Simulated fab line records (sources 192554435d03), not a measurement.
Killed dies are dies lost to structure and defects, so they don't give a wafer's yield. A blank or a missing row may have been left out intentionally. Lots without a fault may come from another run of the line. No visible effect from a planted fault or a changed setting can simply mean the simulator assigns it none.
Matching of chambers + flow n5-finfet + cvd-co-01 running N5_BEOL_M5_PRE_CLEAN_77: 3 sister chambers
The step time 15 s. 14 wafers are shown with their chamber, then 6 later ones without.

## WAFERS, EACH WITH ITS CHAMBER
| wafer  | chamber | heater-power-w (W) |
|--------|---------|--------------------|
| L559.1 | 1       | 116                |
| L559.2 | 0       | 85                 |
| L559.5 | 0       | 84                 |
| L563.1 | 1       | 112                |
| L563.5 | 1       | 116                |
| L563.6 | 2       | 83                 |
| L565.1 | 1       | 113                |
| L565.5 | 0       | 86                 |
| L565.6 | 1       | 118                |
| L566.4 | 0       | 85                 |
| L566.5 | 1       | 116                |
| L566.6 | 2       | 83                 |
| L574.1 | 1       | 116                |
| L574.3 | 0       | 87                 |

SIGNATURES, as means of the wafers listed above
| reading        | chamber 0 | chamber 1 | chamber 2 | scatter within a chamber |
|----------------|-----------|-----------|-----------|--------------------------|
| heater-power-w | 85.40     | 115.29    | 83.00     | 1.67                     |
Rule: for each reading, subtract the chamber's mean from the wafer's reading, divide by that reading's scatter and square the result; add these up over the readings and take the root, which gives the wafer's distance from the chamber. If the next closest chamber is less than 2 further off than the closest, the wafer can't be placed; otherwise it belongs to the closest. How the scatter is found: for the shown wafers, subtract from each reading the mean of its chamber, square and add these, divide the total by (wafers less chambers), then take the root.

## WAFERS WITHOUT THEIR CHAMBER
| wafer  | heater-power-w (W) |
|--------|--------------------|
| L574.4 | 86                 |
| L570.3 | 85                 |
| L570.5 | 117                |
| L582.1 | 85                 |
| L582.2 | 87                 |
| L582.6 | 104                |

## THE CHAMBER EACH PASSED THROUGH
| wafer  | from the rows above     | in truth |
|--------|-------------------------|----------|
| L574.4 | can't be placed: 0 or 2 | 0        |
| L570.3 | can't be placed: 0 or 2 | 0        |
| L570.5 | 1                       | 1        |
| L582.1 | can't be placed: 0 or 2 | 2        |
| L582.2 | can't be placed: 0 or 2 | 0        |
| L582.6 | 1                       | 1        |
Correct placement for 2 of the 6. Can't be placed from these rows: 4 (the true chamber is among the candidates in 4). Wrongly placed: 0.
